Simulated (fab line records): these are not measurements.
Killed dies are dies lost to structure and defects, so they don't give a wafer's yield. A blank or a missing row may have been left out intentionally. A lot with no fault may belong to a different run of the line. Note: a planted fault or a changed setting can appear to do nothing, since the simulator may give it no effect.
Split-lot trial || flow n5_finfet || 7 lots, 21 wafers read, on a route of 1938 steps

ABOUT THE SPLIT
At N5_BEOL_M2_DESCUM_16 (chemistry O2, time 7 s), the setting time_s was moved away from the recipe's 7 s on 8 of the 21 wafers read, by -20.5% to +14.2%. For the rest of the wafers, this setting stayed at what the recipe calls for.

The reading is taken at the split's own step.

THE READING
CAR-EUV_of_BEOL_M2_COAT_05.thk_nm (the simulator's own value, which no gauge read), in nm, at N5_BEOL_M2_DESCUM_16 (chemistry O2, time 7 s). The file does not state a usual value for it. The 13 wafers here that ran the recipe average 26.1 nm, standard deviation 0.1 nm.

{"wafer": "L075.1", "tool, chamber at the split": "rie_diel-06, 1,3,0", "time_s as run, s": 7.669, "against the recipe": "+9.6%", "CAR-EUV_of_BEOL_M2_COAT_05.thk_nm, nm": 25.8, "against lot-mates on the recipe": "no lot-mate on the recipe"}
{"wafer": "L075.2", "tool, chamber at the split": "rie_diel-06, 1,3,0", "time_s as run, s": 7.669, "against the recipe": "+9.6%", "CAR-EUV_of_BEOL_M2_COAT_05.thk_nm, nm": 25.8, "against lot-mates on the recipe": "no lot-mate on the recipe"}
{"wafer": "L075.4", "tool, chamber at the split": "rie_diel-06, 1,3,0", "time_s as run, s": 7.669, "against the recipe": "+9.6%", "CAR-EUV_of_BEOL_M2_COAT_05.thk_nm, nm": 25.8, "against lot-mates on the recipe": "no lot-mate on the recipe"}
{"wafer": "L078.2", "tool, chamber at the split": "rie_diel-01, 3,0", "time_s as run, s": 7, "against the recipe": "recipe", "CAR-EUV_of_BEOL_M2_COAT_05.thk_nm, nm": 26, "against lot-mates on the recipe": "-"}
{"wafer": "L078.5", "tool, chamber at the split": "rie_diel-01, 3,0", "time_s as run, s": 7, "against the recipe": "recipe", "CAR-EUV_of_BEOL_M2_COAT_05.thk_nm, nm": 26, "against lot-mates on the recipe": "-"}
{"wafer": "L078.6", "tool, chamber at the split": "rie_diel-01, 1", "time_s as run, s": 7.993, "against the recipe": "+14.2%", "CAR-EUV_of_BEOL_M2_COAT_05.thk_nm, nm": 25.4, "against lot-mates on the recipe": -0.6}
{"wafer": "L079.1", "tool, chamber at the split": "rie_diel-01, 3", "time_s as run, s": 7, "against the recipe": "recipe", "CAR-EUV_of_BEOL_M2_COAT_05.thk_nm, nm": 26.2, "against lot-mates on the recipe": "-"}
{"wafer": "L079.3", "tool, chamber at the split": "rie_diel-01, 2", "time_s as run, s": 7, "against the recipe": "recipe", "CAR-EUV_of_BEOL_M2_COAT_05.thk_nm, nm": 26, "against lot-mates on the recipe": "-"}
{"wafer": "L079.4", "tool, chamber at the split": "rie_diel-01, 2", "time_s as run, s": 6.442, "against the recipe": "-8.0%", "CAR-EUV_of_BEOL_M2_COAT_05.thk_nm, nm": 26.4, "against lot-mates on the recipe": "+0.3"}
{"wafer": "L080.2", "tool, chamber at the split": "rie_diel-06, 3,1,3", "time_s as run, s": 5.563, "against the recipe": "-20.5%", "CAR-EUV_of_BEOL_M2_COAT_05.thk_nm, nm": 26.8, "against lot-mates on the recipe": "no lot-mate on the recipe"}
{"wafer": "L080.3", "tool, chamber at the split": "rie_diel-06, 3,1,3", "time_s as run, s": 5.563, "against the recipe": "-20.5%", "CAR-EUV_of_BEOL_M2_COAT_05.thk_nm, nm": 26.8, "against lot-mates on the recipe": "no lot-mate on the recipe"}
{"wafer": "L080.5", "tool, chamber at the split": "rie_diel-06, 3,1,3", "time_s as run, s": 5.563, "against the recipe": "-20.5%", "CAR-EUV_of_BEOL_M2_COAT_05.thk_nm, nm": 26.8, "against lot-mates on the recipe": "no lot-mate on the recipe"}
{"wafer": "L082.3", "tool, chamber at the split": "rie_diel-01, 2,1", "time_s as run, s": 7, "against the recipe": "recipe", "CAR-EUV_of_BEOL_M2_COAT_05.thk_nm, nm": 26, "against lot-mates on the recipe": "-"}
{"wafer": "L082.4", "tool, chamber at the split": "rie_diel-01, 2,1", "time_s as run, s": 7, "against the recipe": "recipe", "CAR-EUV_of_BEOL_M2_COAT_05.thk_nm, nm": 26, "against lot-mates on the recipe": "-"}
{"wafer": "L082.5", "tool, chamber at the split": "rie_diel-01, 2", "time_s as run, s": 7, "against the recipe": "recipe", "CAR-EUV_of_BEOL_M2_COAT_05.thk_nm, nm": 26.2, "against lot-mates on the recipe": "-"}
{"wafer": "L088.1", "tool, chamber at the split": "rie_diel-05, 3,0,1", "time_s as run, s": 7, "against the recipe": "recipe", "CAR-EUV_of_BEOL_M2_COAT_05.thk_nm, nm": 26.2, "against lot-mates on the recipe": "-"}
{"wafer": "L088.5", "tool, chamber at the split": "rie_diel-05, 3,0,1", "time_s as run, s": 7, "against the recipe": "recipe", "CAR-EUV_of_BEOL_M2_COAT_05.thk_nm, nm": 26.2, "against lot-mates on the recipe": "-"}
{"wafer": "L088.6", "tool, chamber at the split": "rie_diel-05, 3,0,1", "time_s as run, s": 7, "against the recipe": "recipe", "CAR-EUV_of_BEOL_M2_COAT_05.thk_nm, nm": 26.2, "against lot-mates on the recipe": "-"}
{"wafer": "L089.1", "tool, chamber at the split": "rie_diel-01, 2", "time_s as run, s": 7, "against the recipe": "recipe", "CAR-EUV_of_BEOL_M2_COAT_05.thk_nm, nm": 26, "against lot-mates on the recipe": "-"}
{"wafer": "L089.6", "tool, chamber at the split": "rie_diel-01, 2", "time_s as run, s": 7, "against the recipe": "recipe", "CAR-EUV_of_BEOL_M2_COAT_05.thk_nm, nm": 26, "against lot-mates on the recipe": "-"}
{"wafer": "L089.4", "tool, chamber at the split": "rie_diel-01, 1", "time_s as run, s": 7, "against the recipe": "recipe", "CAR-EUV_of_BEOL_M2_COAT_05.thk_nm, nm": 26.2, "against lot-mates on the recipe": "-"}
Rows listing several chambers each stand for several wafers; the file does not say which wafer went through which chamber.

THE FIT
A straight line over all 21 wafers: CAR-EUV_of_BEOL_M2_COAT_05.thk_nm changes by -0.0357 nm for each +1% of time_s; r = -0.96; the points scatter about the line by 0.095 nm.
The same after taking each lot's own level away (the mean of its wafers on the recipe; 15 wafers): -0.0411 nm for each +1%; r = -0.93; scatter 0.076 nm.
That fit puts the effect of the largest move of time_s on the reading at 0.84 nm.
The span of the lots' own levels, 26.00 to 26.20 nm, comes to 2.0 times the standard deviation stated above.
So the slope is not independent of the lot-to-lot level: the two fits are not the same.
Check: with one of the wafers moved furthest among these (+14.2%) left out of the fit, the line predicts -0.534 nm for it against its lot-mates. Against them it came out at -0.6 nm.

OTHER SPLITS APPLIED TO THESE WAFERS
Note: prior to the reading, these wafers also went through further splits. Each is held against what the fit with the lots' levels taken away leaves over:
{"other split on the same wafers": "N5_MOL_CONTACT_COAG_EXPOSE_81 dose_mj", "wafers away from the commonest value": 8, "r with CAR-EUV_of_BEOL_M2_COAT_05.thk_nm (lot level and that fit taken away)": "+0.20"}
{"other split on the same wafers": "N5_BEOL_M0_SAQP_SPACER1_ALD_98 ald_cycles", "wafers away from the commonest value": 7, "r with CAR-EUV_of_BEOL_M2_COAT_05.thk_nm (lot level and that fit taken away)": -0.06}
{"other split on the same wafers": "N5_BEOL_M0_CUTY_ETCH_63 time_s", "wafers away from the commonest value": 9, "r with CAR-EUV_of_BEOL_M2_COAT_05.thk_nm (lot level and that fit taken away)": "+0.09"}
{"other split on the same wafers": "N5_BEOL_M0_TRENCH_ETCH_107 target_depth_a", "wafers away from the commonest value": 5, "r with CAR-EUV_of_BEOL_M2_COAT_05.thk_nm (lot level and that fit taken away)": "+0.34"}
{"other split on the same wafers": "N5_BEOL_M1_ETCH_64 bias_w", "wafers away from the commonest value": 6, "r with CAR-EUV_of_BEOL_M2_COAT_05.thk_nm (lot level and that fit taken away)": "+0.00"}
{"other split on the same wafers": "N5_BEOL_M1_ETCH_77 source_w", "wafers away from the commonest value": 9, "r with CAR-EUV_of_BEOL_M2_COAT_05.thk_nm (lot level and that fit taken away)": "+0.23"}
{"other split on the same wafers": "N5_BEOL_M1_ETCH_70 source_w", "wafers away from the commonest value": 10, "r with CAR-EUV_of_BEOL_M2_COAT_05.thk_nm (lot level and that fit taken away)": "+0.28"}
{"other split on the same wafers": "N5_BEOL_M2_COAT_62 spin_rpm", "wafers away from the commonest value": 4, "r with CAR-EUV_of_BEOL_M2_COAT_05.thk_nm (lot level and that fit taken away)": -0.35}

THE FILE'S OWN FIT
CAR-EUV_of_BEOL_M2_COAT_05.thk_nm changes by -0.0412 nm for each +1% of time_s, r = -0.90.
